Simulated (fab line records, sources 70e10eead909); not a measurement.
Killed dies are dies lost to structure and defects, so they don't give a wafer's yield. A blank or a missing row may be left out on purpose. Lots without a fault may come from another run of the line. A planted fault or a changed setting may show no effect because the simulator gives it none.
One fault seen from 2 desks | flow nand_harc | each desk has only its own numbers; what lay behind them comes last

THE TOOL OWNER'S DESK: ald_metal-03
The tool's own readings at NHARC_P_CONTACT_ALD_22 (deposits TiN, target thk 3 nm, pulse time 1 s, ald cycles 150): means of the sampled wafers that have a number, for each lot that ran on this tool. A lot is out of limits, marked OUT, if its mean lies more than 4 standard deviations from the usual mean; the brackets give that distance.
Columns: A = heater_power_w at NHARC_P_CONTACT_ALD_22, usual 1082 W; B = precursor_pulse_height_rel at NHARC_P_CONTACT_ALD_22, usual 1.000
lot  | first seen here | A    | B
L356 | day 8 02:51     | 1014 | 0.990
L357 | day 8 09:37     | 1049 | 1.007
L368 | day 9 13:49     | 1101 | 0.994
L371 | day 9 20:59     | 1032 | 0.990
This desk's finding: nothing out of limits on any of the 4 lots.

THE DEFECT DESK
What the inspections along the route counted, lot by lot: means of the sampled wafers that have a number. A lot is out of limits, marked OUT, if its mean lies more than 4 standard deviations from the usual mean; the brackets give that distance.
Columns: A = raw_defect_count at NHARC_P_M0_INSPECT_11, usual 3.7
lot  | first seen here | A
L354 | day 8 07:10     | 2.7
L356 | day 8 07:29     | 3.7
L355 | day 8 08:04     | 3.0
L353 | day 8 11:05     | 2.7
L357 | day 8 12:01     | 2.3
L360 | day 8 20:55     | 2.3
L359 | day 8 22:17     | 4.3
L358 | day 8 22:34     | 4.3
L366 | day 9 09:59     | 8.3
L368 | day 9 21:40     | 6.7
L371 | day 10 01:33    | 3.0
L373 | day 10 16:03    | 2.7
L375 | day 11 07:47    | 4.0
This desk's finding: nothing out of limits on any of the 13 lots.

PUT TOGETHER
The tool owner's desk saw nothing out of limits.
The defect desk saw nothing out of limits.

WHAT THE SIMULATOR HAD PUT IN
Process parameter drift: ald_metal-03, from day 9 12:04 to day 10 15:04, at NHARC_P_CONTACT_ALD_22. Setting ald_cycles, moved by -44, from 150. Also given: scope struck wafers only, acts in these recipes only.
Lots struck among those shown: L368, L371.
